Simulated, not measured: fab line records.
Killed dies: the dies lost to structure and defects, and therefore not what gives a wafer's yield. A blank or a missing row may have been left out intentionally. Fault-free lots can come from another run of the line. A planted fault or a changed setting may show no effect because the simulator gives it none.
Which tool was responsible? -- flow nand_harc -- 12 lots, 36 wafers sampled, at 2 steps of a route of 1302

== WHAT EACH GAUGE READ, for each wafer ==
NHARC_A_BLC_CD_MEAS_19.
lot,measured,on,cd_nm (nm)
L075,day 23 12:56,cd_sem-03,100.1 100.8 100.6
L076,day 24 05:04,cd_sem-03,100.0 102.9 96.7
L079,day 24 17:02,cd_sem-01,96.8 101.5 101.1
L082,day 25 18:13,cd_sem-03,104.7 98.2 98.1
L084,day 26 10:56,cd_sem-02,98.6 100.0 95.7
L086,day 27 10:39,cd_sem-02,97.7 104.0 99.5
L085,day 27 19:31,cd_sem-03,101.0 98.6 99.7
L089,day 28 07:10,cd_sem-01,103.5 98.9 98.0
L091,day 29 12:41,cd_sem-01,102.1 103.4 101.8
L093,day 30 23:46,cd_sem-01,98.2 101.1 97.5
L095,day 31 06:00,cd_sem-01,96.4 100.3 96.7
L097,day 31 17:20,cd_sem-02,97.1 95.2 102.3

== WHICH TOOL RAN EACH LOT (tool, then ch and the chambers of the sampled wafers, then the start) ==
lot,NHARC_A_CONTACT_STRIP_26
L075,"rie_diel-10 ch 0,1,3, day 23 12:56 or earlier"
L076,"rie_diel-03 ch 0,1,2, day 24 05:04 or earlier"
L079,"rie_diel-05 ch 2,3, day 24 17:02 or earlier"
L082,"rie_diel-10 ch 0,2,3, day 25 18:13 or earlier"
L084,"rie_diel-03 ch 1,2,3, day 26 10:56 or earlier"
L086,"rie_diel-10 ch 0,2, day 27 10:39 or earlier"
L085,"rie_diel-05 ch 0,1, day 27 19:31 or earlier"
L089,"rie_diel-03 ch 0,2,3, day 28 07:10 or earlier"
L091,"rie_diel-05 ch 1,2, day 29 12:41 or earlier"
L093,"rie_diel-05 ch 0,1,3, day 30 23:46 or earlier"
L095,"rie_diel-10 ch 0,1, day 31 06:00 or earlier"
L097,"rie_diel-10 ch 0,1, day 31 17:20 or earlier"
- NHARC_A_CONTACT_STRIP_26: strips in O2.

== THE ANSWER, worked out from the rows above alone ==
Rule: usual is defined by the lots themselves. Put in order of their means at a reading, lots are off if they are a third of the lots or fewer, leave a main group of 4 or more, and stand apart from it by a gap of 3 or more times the standard deviation of the main group's means; of several such gaps the widest counts. A main group is skipped when, at the precision printed for the reading in the tables above, its means are all equal. A lot without any number at a reading at which 4 lots or more have one is off too. Where the step has rows for the other lots, those lots are counted as sound.
Nothing can be told from this: no lot is off at any reading shown.

== WHAT THE SIMULATOR PUT IN ==
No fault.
